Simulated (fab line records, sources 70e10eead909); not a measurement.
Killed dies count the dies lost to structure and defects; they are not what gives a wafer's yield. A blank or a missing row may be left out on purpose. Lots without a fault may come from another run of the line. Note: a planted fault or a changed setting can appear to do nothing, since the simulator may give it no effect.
Which of the tools did it? ; flow nandHarc ; Sampling: 24 lots, 72 wafers, 6 of 1302 route steps

## WHAT THE GAUGES SHOWED, per wafer
Not one reading of a measure or inspect step in the record can be checked against a usual standard deviation.

## EACH LOT AND THE TOOL THAT RAN IT (in order: tool; ch and the chambers of the sampled wafers; start)
lot;NHARC_A_WL_FILL_STRIP_27;NHARC_A_CONTACT_ETCH_51;NHARC_A_CONTACT_ETCH_113;NHARC_A_CONTACT_ETCH_119;NHARC_A_CONTACT_DEP_57;NHARC_A_CONTACT_DEP_58
L075;plasmaAsher-02 ch 0,1, day 20 10:42;rieDiel-13 ch 1,2, day 21 15:35 or earlier;harCapEtch-03 ch 0,1, day 21 15:35;harCapEtch-03 ch 0,1, day 21 16:37;aclDep-02 ch 0, day 21 19:35;pecvd-03 ch 0,1,2, day 21 22:52
L074;plasmaAsher-01 ch 0,1, day 20 21:38;rieDiel-02 ch 0,3, day 22 01:14 or earlier;harCapEtch-02 ch 0,1, day 22 01:14;harCapEtch-02 ch 0,1, day 22 02:16;aclDep-02 ch 0, day 22 05:40;pecvd-03 ch 1,2, day 22 09:00
L077;plasmaAsher-01 ch 0,1, day 21 05:23;rieDiel-02 ch 0,2, day 22 07:05 or earlier;harCapEtch-03 ch 0,1, day 22 07:05;harCapEtch-03 ch 0,1, day 22 08:07;aclDep-03 ch 0, day 22 12:35;pecvd-04 ch 0,1, day 22 15:17
L076;plasmaAsher-02 ch 0,1, day 21 05:44;rieDiel-13 ch 0,3, day 22 07:39 or earlier;harCapEtch-02 ch 0,1, day 22 07:39;harCapEtch-02 ch 0,1, day 22 08:41;aclDep-01 ch 0, day 22 12:50;pecvd-04 ch 0,2, day 22 15:38
L079;plasmaAsher-01 ch 0,1, day 21 21:58;rieDiel-09 ch 0,2, day 23 00:08 or earlier;harCapEtch-03 ch 0,1, day 23 00:08;harCapEtch-03 ch 0,1, day 23 01:09;aclDep-01 ch 0, day 23 03:59;pecvd-03 ch 1,2, day 23 07:16
L078;plasmaAsher-02 ch 0,1, day 22 11:25;rieDiel-09 ch 0,2, day 23 14:04 or earlier;harCapEtch-02 ch 0,1, day 23 14:04;harCapEtch-02 ch 0,1, day 23 15:05;aclDep-02 ch 0, day 23 17:53;pecvd-01 ch 1,2, day 23 21:09
L081;plasmaAsher-02 ch 0,1, day 23 01:52;rieDiel-02 ch 1,2,3, day 24 07:29 or earlier;harCapEtch-01 ch 0,1, day 24 07:29;harCapEtch-01 ch 0,1, day 24 08:31;aclDep-03 ch 0, day 24 13:05;pecvd-04 ch 0,1,2, day 24 15:47
L080;plasmaAsher-02 ch 0,1, day 23 02:07;rieDiel-02 ch 0,1,3, day 24 02:35 or earlier;harCapEtch-02 ch 0,1, day 24 02:35;harCapEtch-02 ch 0,1, day 24 03:37;aclDep-01 ch 0, day 27 05:25;pecvd-03 ch 0,1,2, day 27 08:07
L082;plasmaAsher-01 ch 0,1, day 23 17:12;rieDiel-02 ch 1,2,3, day 24 17:29 or earlier;harCapEtch-01 ch 0,1, day 24 17:29;harCapEtch-01 ch 0,1, day 24 18:31;aclDep-01 ch 0, day 24 22:26;pecvd-03 ch 0,2, day 25 00:38
L083;plasmaAsher-02 ch 0,1, day 24 06:01;rieDiel-13 ch 1,2,3, day 25 07:28 or earlier;harCapEtch-01 ch 0,1, day 25 07:28;harCapEtch-01 ch 0,1, day 25 08:29;aclDep-01 ch 0, day 25 11:24;pecvd-04 ch 0,2, day 25 14:42
L084;plasmaAsher-02 ch 0, day 24 17:09;rieDiel-13 ch 1,2, day 25 19:11 or earlier;harCapEtch-03 ch 0,1, day 25 19:11;harCapEtch-03 ch 0,1, day 25 20:30;aclDep-03 ch 0, day 26 00:56;pecvd-01 ch 2, day 26 04:11
L086;plasmaAsher-01 ch 0,1, day 24 21:13;rieDiel-13 ch 0,1,3, day 25 22:54 or earlier;harCapEtch-01 ch 0,1, day 25 22:54;harCapEtch-01 ch 0,1, day 25 23:55;aclDep-02 ch 0, day 26 03:48;pecvd-03 ch 0,1, day 26 06:58
L085;plasmaAsher-02 ch 0,1, day 25 00:29;rieDiel-09 ch 0,1,2, day 26 05:13 or earlier;harCapEtch-01 ch 0,1, day 26 05:13;harCapEtch-01 ch 0,1, day 26 06:14;aclDep-03 ch 0, day 26 09:47;pecvd-04 ch 0,1,2, day 26 13:04
L089;plasmaAsher-02 ch 0,1, day 26 00:02;rieDiel-02 ch 0,2,3, day 27 00:52 or earlier;harCapEtch-03 ch 0,1, day 27 00:52;harCapEtch-03 ch 0,1, day 27 01:53;aclDep-02 ch 0, day 27 07:43;pecvd-03 ch 0,1,2, day 27 10:28
L088;plasmaAsher-01 ch 0,1, day 26 00:04;rieDiel-09 ch 1,2,3, day 27 00:46 or earlier;harCapEtch-01 ch 0,1, day 27 00:46;harCapEtch-01 ch 0,1, day 27 01:47;aclDep-03 ch 0, day 27 07:13;pecvd-03 ch 0,1, day 27 09:24
L087;plasmaAsher-02 ch 0,1, day 26 17:57;rieDiel-09 ch 1,2, day 27 22:54 or earlier;harCapEtch-01 ch 0,1, day 27 22:54;harCapEtch-01 ch 0,1, day 27 23:55;aclDep-01 ch 0, day 28 02:45;pecvd-03 ch 0,2, day 28 06:01
L090;plasmaAsher-01 ch 0,1, day 27 06:14;rieDiel-02 ch 0,1,2, day 28 08:55 or earlier;harCapEtch-02 ch 0,1, day 28 08:55;harCapEtch-02 ch 0,1, day 28 09:56;aclDep-02 ch 0, day 28 13:19;pecvd-03 ch 1,2, day 28 16:02
L091;plasmaAsher-01 ch 0,1, day 27 21:40;rieDiel-02 ch 0,1,2, day 29 03:47 or earlier;harCapEtch-02 ch 0,1, day 29 03:47;harCapEtch-02 ch 0,1, day 29 04:49;aclDep-02 ch 0, day 29 08:11;pecvd-03 ch 0, day 29 11:03
L092;plasmaAsher-01 ch 0,1, day 28 12:02;rieDiel-02 ch 0,1,2, day 29 15:25 or earlier;harCapEtch-01 ch 0,1, day 29 15:25;harCapEtch-01 ch 0,1, day 29 16:26;aclDep-02 ch 0, day 29 20:50;pecvd-04 ch 0,1,2, day 29 22:32
L093;plasmaAsher-02 ch 0,1, day 28 17:53;rieDiel-09 ch 0,1,3, day 29 18:38 or earlier;harCapEtch-02 ch 0,1, day 29 18:38;harCapEtch-02 ch 0,1, day 29 19:39;aclDep-02 ch 0, day 29 23:36;pecvd-01 ch 0,1,2, day 30 02:18
L094;plasmaAsher-02 ch 0,1, day 28 20:35;rieDiel-09 ch 0,1, day 29 20:11 or earlier;harCapEtch-03 ch 0, day 29 20:11;harCapEtch-03 ch 0, day 29 21:13;aclDep-01 ch 0, day 30 00:55;pecvd-04 ch 0,1, day 30 03:39
L095;plasmaAsher-02 ch 0,1, day 29 00:25;rieDiel-09 ch 0,1,3, day 30 02:55 or earlier;harCapEtch-03 ch 0,1, day 30 02:55;harCapEtch-03 ch 0,1, day 30 04:13;aclDep-02 ch 0, day 30 09:32;pecvd-04 ch 0,2, day 30 12:47
L096;plasmaAsher-01 ch 0,1, day 29 10:11;rieDiel-02 ch 0,1,3, day 30 11:06 or earlier;harCapEtch-01 ch 0,1, day 30 11:06;harCapEtch-01 ch 0,1, day 30 12:08;aclDep-01 ch 0, day 30 16:33;pecvd-03 ch 0,1,2, day 30 18:44
L097;plasmaAsher-02 ch 0,1, day 29 10:13;rieDiel-09 ch 1,2,3, day 30 10:32 or earlier;harCapEtch-03 ch 0,1, day 30 10:32;harCapEtch-03 ch 0,1, day 30 11:34;aclDep-03 ch 0, day 30 15:16;pecvd-03 ch 0,1,2, day 30 18:30
- NHARC_A_WL_FILL_STRIP_27: strips in N2/H2, time 20 s.
- NHARC_A_CONTACT_ETCH_51: etches the open film in O2/COS, target depth 7000 nm, time 1820 s.
- NHARC_A_CONTACT_ETCH_113: etches the open film in C4F8/O2/Ar, time 190 s, target depth 1850 nm.
- NHARC_A_CONTACT_ETCH_119: etches the open film in C4F8/O2/Ar, time 190 s, target depth 1850 nm.
- NHARC_A_CONTACT_DEP_57: deposits aC, target thk 5300 nm.
- NHARC_A_CONTACT_DEP_58: deposits SiON, target thk 90 nm.

## AS READ BY THE TOOLS THEMSELVES (means over the sampled wafers that have a number; for cases with no such wafer, the mark the record gives instead)
NHARC_A_WL_FILL_STRIP_27.
lot;tool;drypumpMotorCurrentA (A);heaterPowerW (W)
L075;plasmaAsher-02;5.9;352
L074;plasmaAsher-01;5.1;369
L077;plasmaAsher-01;4.9;364
L076;plasmaAsher-02;5.9;349
L079;plasmaAsher-01;4.9;359
L078;plasmaAsher-02;5.8;373
L081;plasmaAsher-02;5.9;354
L080;plasmaAsher-02;5.9;349
L082;plasmaAsher-01;4.9;352
L083;plasmaAsher-02;5.9;369
L084;plasmaAsher-02;5.8;392
L086;plasmaAsher-01;5.1;356
L085;plasmaAsher-02;5.9;376
L089;plasmaAsher-02;5.9;358
L088;plasmaAsher-01;4.9;356
L087;plasmaAsher-02;5.8;344
L090;plasmaAsher-01;5.1;354
L091;plasmaAsher-01;5.1;356
L092;plasmaAsher-01;4.9;351
L093;plasmaAsher-02;5.9;347
L094;plasmaAsher-02;5.9;348
L095;plasmaAsher-02;5.9;350
L096;plasmaAsher-01;4.9;354
L097;plasmaAsher-02;5.9;351

NHARC_A_CONTACT_ETCH_51.
lot;tool;drypumpMotorCurrentA (A);oesProductAu (a.u.);rfVppV (V);showerheadPlenumPTorr (Torr);throttleValvePct (%)
L075;rieDiel-13;5.7;1.000;316.2;3.21;28.331
L074;rieDiel-02;6.5;0.975;313.4;3.05;28.327
L077;rieDiel-02;6.3;0.999;315.0;3.17;28.336
L076;rieDiel-13;5.9;0.996;317.1;3.30;28.338
L079;rieDiel-09;5.3;0.979;317.2;3.35;28.323
L078;rieDiel-09;5.3;0.977;317.3;3.35;28.337
L081;rieDiel-02;6.5;0.998;312.8;3.03;28.336
L080;rieDiel-02;6.5;0.987;313.7;3.09;28.335
L082;rieDiel-02;6.6;0.988;311.6;3.03;28.327
L083;rieDiel-13;5.9;1.012;315.0;3.25;28.331
L084;rieDiel-13;6.1;0.997;315.0;3.19;28.321
L086;rieDiel-13;6.1;1.015;315.8;3.24;28.333
L085;rieDiel-09;5.6;0.996;316.4;3.24;28.329
L089;rieDiel-02;6.4;0.991;314.3;3.10;28.336
L088;rieDiel-09;5.5;0.994;314.1;3.15;28.329
L087;rieDiel-09;5.8;0.998;315.4;3.16;28.332
L090;rieDiel-02;6.4;1.000;314.8;3.15;28.323
L091;rieDiel-02;6.4;0.993;314.7;3.14;28.323
L092;rieDiel-02;6.4;0.992;314.5;3.14;28.333
L093;rieDiel-09;5.7;0.989;314.0;3.12;28.328
L094;rieDiel-09;5.8;0.995;314.2;3.20;28.341
L095;rieDiel-09;5.7;1.002;313.3;3.12;28.324
L096;rieDiel-02;6.5;1.000;313.8;3.08;28.337
L097;rieDiel-09;5.4;0.994;313.6;3.14;28.338

NHARC_A_CONTACT_DEP_57.
lot;tool;throttleValvePct (%)
L075;aclDep-02;35.011
L074;aclDep-02;35.006
L077;aclDep-03;34.995
L076;aclDep-01;35.004
L079;aclDep-01;34.999
L078;aclDep-02;34.999
L081;aclDep-03;34.998
L080;aclDep-01;34.996
L082;aclDep-01;34.996
L083;aclDep-01;34.997
L084;aclDep-03;35.001
L086;aclDep-02;35.002
L085;aclDep-03;35.000
L089;aclDep-02;34.994
L088;aclDep-03;35.002
L087;aclDep-01;34.995
L090;aclDep-02;34.997
L091;aclDep-02;35.002
L092;aclDep-02;34.993
L093;aclDep-02;34.994
L094;aclDep-01;35.002
L095;aclDep-02;34.993
L096;aclDep-01;35.002
L097;aclDep-03;35.003

NHARC_A_CONTACT_DEP_58.
lot;tool;heaterPowerW (W)
L075;pecvd-03;728
L074;pecvd-03;842
L077;pecvd-04;775
L076;pecvd-04;825
L079;pecvd-03;822
L078;pecvd-01;740
L081;pecvd-04;816
L080;pecvd-03;750
L082;pecvd-03;743
L083;pecvd-04;822
L084;pecvd-01;725
L086;pecvd-03;763
L085;pecvd-04;753
L089;pecvd-03;787
L088;pecvd-03;727
L087;pecvd-03;721
L090;pecvd-03;792
L091;pecvd-03;630
L092;pecvd-04;762
L093;pecvd-01;802
L094;pecvd-04;720
L095;pecvd-04;816
L096;pecvd-03;810
L097;pecvd-03;785

## THE ANSWER, worked out from the rows above alone
Rule: the usual values come from the lots themselves. The widest of any qualifying gaps counts: lots, ordered by their means at a reading, are off when they make up no more than a third of the lots, leave a main group of 4 or more, and stand apart from it by 3 or more times the standard deviation of that group's means. A main group whose means are all the same, to the digits that the tables above print for the reading, isn't used. Also off: a lot with no number at a reading for which 4 or more lots have one. Any other lot the step has rows for is counted as sound. Order of review: gauges by route order, followed by the tools' own readings, for which a lot's mean as printed above is used. The first step at which some lot is off is used, and at that step the reading that is off furthest; a lot without a number counts as furthest.
No lot is off on any of the readings shown, so nothing can be concluded from this.

## WHAT THE SIMULATOR PUT IN
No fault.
